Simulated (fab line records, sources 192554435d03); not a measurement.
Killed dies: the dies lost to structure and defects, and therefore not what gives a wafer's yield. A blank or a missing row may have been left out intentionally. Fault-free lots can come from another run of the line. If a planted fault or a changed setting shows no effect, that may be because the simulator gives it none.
Matching of chambers / flow n5 finfet / 4 sister chambers for N5_FIN_CUT_DESCUM_13 on rie diel-03
The step chemistry O2, time 7 s. 4 wafers are shown with their chamber, then 11 later ones without.

## WAFERS WITH THEIR CHAMBER
wafer=L087.2; chamber=0; drypump motor current A (A)=6.3
wafer=L088.3; chamber=1; drypump motor current A (A)=5.1
wafer=L088.5; chamber=2; drypump motor current A (A)=5.8
wafer=L092.2; chamber=3; drypump motor current A (A)=5.4

## WAFERS MISSING THEIR CHAMBER
wafer=L092.5; drypump motor current A (A)=5.1
wafer=L092.6; drypump motor current A (A)=5.7
wafer=L093.1; drypump motor current A (A)=6.3
wafer=L093.3; drypump motor current A (A)=5.1
wafer=L093.6; drypump motor current A (A)=5.4
wafer=L095.2; drypump motor current A (A)=6.3
wafer=L095.3; drypump motor current A (A)=5.1
wafer=L095.6; drypump motor current A (A)=5.7
wafer=L097.1; drypump motor current A (A)=5.1
wafer=L097.3; drypump motor current A (A)=5.4
wafer=L097.6; drypump motor current A (A)=5.8

## THE CHAMBER EACH PASSED THROUGH
wafer=L092.5; from the rows above=1; in truth=1
wafer=L092.6; from the rows above=2; in truth=2
wafer=L093.1; from the rows above=0; in truth=0
wafer=L093.3; from the rows above=1; in truth=1
wafer=L093.6; from the rows above=3; in truth=3
wafer=L095.2; from the rows above=0; in truth=0
wafer=L095.3; from the rows above=1; in truth=1
wafer=L095.6; from the rows above=2; in truth=2
wafer=L097.1; from the rows above=1; in truth=1
wafer=L097.3; from the rows above=3; in truth=3
wafer=L097.6; from the rows above=2; in truth=2
11 of 11 placed correctly. Left unplaced by these rows: 0. Number placed wrongly: 0.
How it was worked out, from the rows above alone: a wafer's distance from a chamber is the root of the sum, over the readings, of the square of ((its reading less the chamber's mean) divided by the reading's scatter). If the next closest chamber is less than 2 further off than the closest, the wafer can't be placed; otherwise it belongs to the closest. Each chamber's mean is taken over the wafers shown for it. The scatter: with one shown wafer a chamber, the root of the mean of the squares of how far each hidden wafer lies from its nearest shown one.
